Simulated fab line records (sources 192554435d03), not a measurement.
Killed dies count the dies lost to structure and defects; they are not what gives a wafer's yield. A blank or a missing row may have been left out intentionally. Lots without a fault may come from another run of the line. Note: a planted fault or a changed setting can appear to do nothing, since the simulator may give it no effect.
Which tool was responsible? -- flow n5 finfet -- 24 lots (72 wafers sampled), 1 step of a 1938-step route

== WHAT EACH GAUGE READ, for each wafer ==
N5_BEOL_M3_CD_MEAS_11 targets a cd of 17.05 nm. Usual: cd nm reads 17.15 nm (standard deviation 0.26).
lot,measured,on,cd nm (nm),flag
L074,day 6 19:41,cd sem-03,17.65 17.36 16.90,
L075,day 7 04:14,cd sem-03,17.25 17.24 17.17,
L076,day 7 13:28,cd sem-02,17.21 17.57 17.25,
L077,day 7 16:34,cd sem-02,17.47 17.22 17.41,
L078,day 7 20:09,cd sem-02,17.07 17.51 17.22,
L079,day 7 22:59,cd sem-02,16.93 17.03 17.43,
L080,day 8 15:07,cd sem-03,16.94 17.03 17.21,
L081,day 8 21:23,cd sem-02,17.32 17.14 16.94,
L082,day 9 02:25,cd sem-01,17.35 17.17 17.50,
L083,day 9 12:33,cd sem-02,16.96 17.24 17.09,
L084,day 9 14:56,cd sem-01,17.64 17.54 17.29,
L085,day 9 18:40,cd sem-01,16.82 17.02 16.95,
L086,day 10 06:08,cd sem-02,17.15 16.81 16.68,
L088,day 10 08:16,cd sem-02,17.11 17.67 16.59,
L087,day 10 09:49,cd sem-02,16.81 17.06 16.91,
L089,day 10 17:05,cd sem-03,17.41 17.71 16.68,
L090,day 10 17:18,cd sem-03,17.11 17.11 17.19,
L091,day 11 03:48,cd sem-03,17.13 16.95 16.97,
L092,day 11 09:44,cd sem-03,16.77 16.71 16.95,
L093,day 12 03:40,cd sem-01,16.72 17.20 17.33,
L094,day 12 04:10,cd sem-03,16.94 17.29 17.37,
L095,day 12 11:03,cd sem-03,17.62 17.23 17.29,
L096,day 12 16:45,cd sem-01,17.29 17.08 17.07,
L097,day 13 00:08,cd sem-01,17.05 17.22 17.13,

== WHICH TOOL RAN EACH LOT (tool, then ch and the chambers of the sampled wafers, then the start) ==
No process step before these readings appears in the record.

== WHAT THE TOOLS THEMSELVES READ (means of the sampled wafers that have a number; where no wafer has one, the mark that the record gives instead) ==
The record holds no such reading with a usual standard deviation.

== THE ANSWER, worked out from the rows above alone ==
Rule: lot off if the mean of its wafers having a number is beyond 3 standard deviations from the usual mean. Also off: a lot with no number at a reading for which 4 or more lots have one. The other lots that the step has rows for count as sound. After the gauges, taken in route order, come the tools' own readings; for these a lot's mean is taken, as printed above. The first step at which some lot is off is used, and at that step the reading that is off furthest; a lot without a number counts as furthest.
No lot is off on any of the readings shown, so nothing can be concluded from this.

== WHAT THE SIMULATOR HAD INSERTED ==
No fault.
